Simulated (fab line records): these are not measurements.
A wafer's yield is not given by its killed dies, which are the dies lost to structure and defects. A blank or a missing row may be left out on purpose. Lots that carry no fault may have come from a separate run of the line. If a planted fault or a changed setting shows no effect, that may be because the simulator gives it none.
Lot-split experiment / flow n5 finfet / 21 wafers read across 7 lots, on a route 1938 steps long

== SPLIT DETAILS ==
At N5_SDB_EXPOSE_08 (exposes mask SDB), the setting dose mj was moved away from the recipe's 49.6 on 6 of the 21 wafers read, by -6.6% to +3.2%. This setting was run at the recipe's value on the other wafers.

== FROM THE SPLIT TO THE READING: what the file shows between them, 2 steps ==
- N5_SDB_PEB_09: peb time 60 s
- N5_SDB_DEVELOP_10: develop time 30 s

== THE READING ==
At N5_SDB_CD_MEAS_11: cd nm in nanometres, against a target cd of 50 nm. On this fab line, fault-free wafers typically give 50.3 nm with a standard deviation of 1.2 nm.

wafer=L076.2; tool, chamber at the split=arfi scanner-01, 0; dose mj as run=49.6; against the recipe=recipe; cd nm, nm=48.0; against lot-mates on the recipe=-
wafer=L076.3; tool, chamber at the split=arfi scanner-01, 0; dose mj as run=50.55; against the recipe=+1.9%; cd nm, nm=53.1; against lot-mates on the recipe=+5.1
wafer=L076.6; tool, chamber at the split=arfi scanner-01, 0; dose mj as run=50.55; against the recipe=+1.9%; cd nm, nm=53.3; against lot-mates on the recipe=+5.3
wafer=L086.1; tool, chamber at the split=arfi scanner-03, 0; dose mj as run=46.35; against the recipe=-6.6%; cd nm, nm=44.0; against lot-mates on the recipe=-7.6
wafer=L086.5; tool, chamber at the split=arfi scanner-03, 0; dose mj as run=46.35; against the recipe=-6.6%; cd nm, nm=43.5; against lot-mates on the recipe=-8.1
wafer=L086.6; tool, chamber at the split=arfi scanner-03, 0; dose mj as run=49.6; against the recipe=recipe; cd nm, nm=51.6; against lot-mates on the recipe=-
wafer=L087.1; tool, chamber at the split=arfi scanner-03, 0; dose mj as run=49.6; against the recipe=recipe; cd nm, nm=48.4; against lot-mates on the recipe=-
wafer=L087.2; tool, chamber at the split=arfi scanner-03, 0; dose mj as run=49.6; against the recipe=recipe; cd nm, nm=50.2; against lot-mates on the recipe=-
wafer=L087.4; tool, chamber at the split=arfi scanner-03, 0; dose mj as run=49.6; against the recipe=recipe; cd nm, nm=52.0; against lot-mates on the recipe=-
wafer=L088.1; tool, chamber at the split=arfi scanner-03, 0; dose mj as run=49.6; against the recipe=recipe; cd nm, nm=50.1; against lot-mates on the recipe=-
wafer=L088.5; tool, chamber at the split=arfi scanner-03, 0; dose mj as run=49.6; against the recipe=recipe; cd nm, nm=48.5; against lot-mates on the recipe=-
wafer=L088.6; tool, chamber at the split=arfi scanner-03, 0; dose mj as run=49.6; against the recipe=recipe; cd nm, nm=50.0; against lot-mates on the recipe=-
wafer=L089.1; tool, chamber at the split=arfi scanner-03, 0; dose mj as run=49.6; against the recipe=recipe; cd nm, nm=49.8; against lot-mates on the recipe=-
wafer=L089.2; tool, chamber at the split=arfi scanner-03, 0; dose mj as run=49.6; against the recipe=recipe; cd nm, nm=51.7; against lot-mates on the recipe=-
wafer=L089.3; tool, chamber at the split=arfi scanner-03, 0; dose mj as run=49.6; against the recipe=recipe; cd nm, nm=50.4; against lot-mates on the recipe=-
wafer=L094.1; tool, chamber at the split=arfi scanner-01, 0; dose mj as run=49.6; against the recipe=recipe; cd nm, nm=49.5; against lot-mates on the recipe=-
wafer=L094.3; tool, chamber at the split=arfi scanner-01, 0; dose mj as run=49.6; against the recipe=recipe; cd nm, nm=49.0; against lot-mates on the recipe=-
wafer=L094.6; tool, chamber at the split=arfi scanner-01, 0; dose mj as run=49.6; against the recipe=recipe; cd nm, nm=49.1; against lot-mates on the recipe=-
wafer=L095.2; tool, chamber at the split=arfi scanner-02, 0; dose mj as run=49.6; against the recipe=recipe; cd nm, nm=51.7; against lot-mates on the recipe=-
wafer=L095.3; tool, chamber at the split=arfi scanner-02, 0; dose mj as run=51.19; against the recipe=+3.2%; cd nm, nm=54.1; against lot-mates on the recipe=+2.4
wafer=L095.4; tool, chamber at the split=arfi scanner-02, 0; dose mj as run=51.19; against the recipe=+3.2%; cd nm, nm=53.8; against lot-mates on the recipe=+2.1

FIT RESULTS
A straight line over all 21 wafers: cd nm changes by +1.06 nm for each +1% of dose mj; r = +0.91; the points scatter about the line by 1.2 nm.
The same after taking each lot's own level away (the mean of its wafers on the recipe; 21 wafers): +1.21 nm for each +1%; r = +0.92; scatter 1.3 nm.
On that fit, the largest move of dose mj shifts the reading by 7.9 nm.
The lots' own levels span 48.00 to 51.70 nm, that is 3.1 times the standard deviation above.
Thus the slope moves with the lot-to-lot level: the two fits are different.
Check: for one of the wafers moved furthest among these (-6.6%), held out of the fit, the line's prediction against its lot-mates is -7.94 nm. Against them it came out at -7.6 nm.

== ADDITIONAL SPLITS CARRIED BY THESE WAFERS ==
These wafers also went through other splits before the reading. Each is held against what the fit with the lots' levels taken away leaves over:
other split on the same wafers=N5_WELL_APT_EXPOSE_22 dose mj; wafers away from the commonest value=10; r with cd nm (lot level and that fit taken away)=+0.00
other split on the same wafers=N5_WELL_APT_DESCUM_30 time s; wafers away from the commonest value=9; r with cd nm (lot level and that fit taken away)=+0.37
other split on the same wafers=N5_FIN_SAQP_COAT_49 spin rpm; wafers away from the commonest value=10; r with cd nm (lot level and that fit taken away)=+0.09
other split on the same wafers=N5_DUMMY_GATE_HM_DEP_06 time s; wafers away from the commonest value=6; r with cd nm (lot level and that fit taken away)=+0.53
other split on the same wafers=N5_DUMMY_GATE_EXPOSE_12 dose mj; wafers away from the commonest value=7; r with cd nm (lot level and that fit taken away)=+0.09
other split on the same wafers=N5_SD_EPI_N_PEB_07 peb temp c; wafers away from the commonest value=5; r with cd nm (lot level and that fit taken away)=-0.26
other split on the same wafers=N5_SDB_COAT_03 spin rpm; wafers away from the commonest value=7; r with cd nm (lot level and that fit taken away)=-0.16

== THE FILE'S OWN FIT ==
cd nm changes by +1.22 nm for each +1% of dose mj, r = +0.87.
